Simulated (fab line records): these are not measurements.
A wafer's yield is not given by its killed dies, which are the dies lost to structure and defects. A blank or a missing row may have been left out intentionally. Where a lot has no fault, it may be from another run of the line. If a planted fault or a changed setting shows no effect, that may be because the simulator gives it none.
What tool caused it?	flow n5-finfet	route of 1938 steps, sampled at 1 step: 23 lots, 69 wafers

== WHAT THE GAUGES SHOWED, per wafer ==
N5_BEOL_M7_THK_MEAS_53: measures by xrf.
lot	measured	on	M7_THK (nm)
L074	day 9 10:36	film-metro-01	79.9 77.1 78.3
L075	day 10 04:37	film-metro-02	82.9 81.1 80.3
L076	day 11 00:22	film-metro-02	78.6 78.3 79.1
L077	day 11 02:32	film-metro-01	76.2 77.1 77.7
L079	day 11 03:15	film-metro-01	74.2 73.8 79.3
L078	day 11 20:58	film-metro-02	81.8 79.8 79.1
L081	day 12 06:21	film-metro-01	77.0 78.4 76.8
L082	day 12 07:55	film-metro-02	76.9 81.4 76.6
L080	day 12 08:11	film-metro-01	75.7 76.5 77.0
L084	day 12 11:59	film-metro-01	78.5 76.0 77.9
L083	day 12 13:10	film-metro-02	80.7 81.5 80.7
L087	day 12 15:00	film-metro-01	78.9 76.2 81.7
L085	day 12 18:17	film-metro-02	78.1 79.6 76.6
L086	day 13 12:11	film-metro-02	79.5 77.5 77.6
L088	day 13 21:48	film-metro-02	77.5 77.8 78.0
L091	day 14 04:31	film-metro-01	78.1 78.4 79.4
L092	day 15 01:50	film-metro-01	77.9 74.8 74.8
L094	day 15 05:29	film-metro-01	76.1 74.6 74.0
L093	day 15 13:07	film-metro-01	77.6 75.8 76.3
L090	day 15 14:44	film-metro-02	77.4 77.0 82.5
L095	day 15 14:53	film-metro-01	75.4 75.1 79.2
L096	day 16 00:35	film-metro-02	78.4 81.9 82.2
L097	day 16 10:03	film-metro-01	77.8 79.9 77.3

== WHICH TOOL RAN EACH LOT (tool, then ch and the chambers of the sampled wafers, then the start) ==
Record: no process step prior to these readings.

== AS READ BY THE TOOLS THEMSELVES (means over the sampled wafers that have a number; for cases with no such wafer, the mark the record gives instead) ==
The record holds no such reading with a usual standard deviation.

== THE ANSWER, worked out from the rows above alone ==
Rule: the usual values come from the lots themselves. The widest of any qualifying gaps counts: lots, ordered by their means at a reading, are off when they make up no more than a third of the lots, leave a main group of 4 or more, and stand apart from it by 3 or more times the standard deviation of that group's means. The tables above print the reading to a certain number of digits; a main group whose means all agree to those digits is not used. A lot without any number at a reading at which 4 lots or more have one is off too. Where the step has rows for the other lots, those lots are counted as sound. The gauges are gone through in route order, then the tools' own readings, and for those a lot's mean is taken as printed above. At the first step where some lot is off, the reading lying furthest off is the one used; lots without a number count as furthest.
Across all readings shown, no lot is off: no conclusion can be drawn from this.

== WHAT THE SIMULATOR PUT IN ==
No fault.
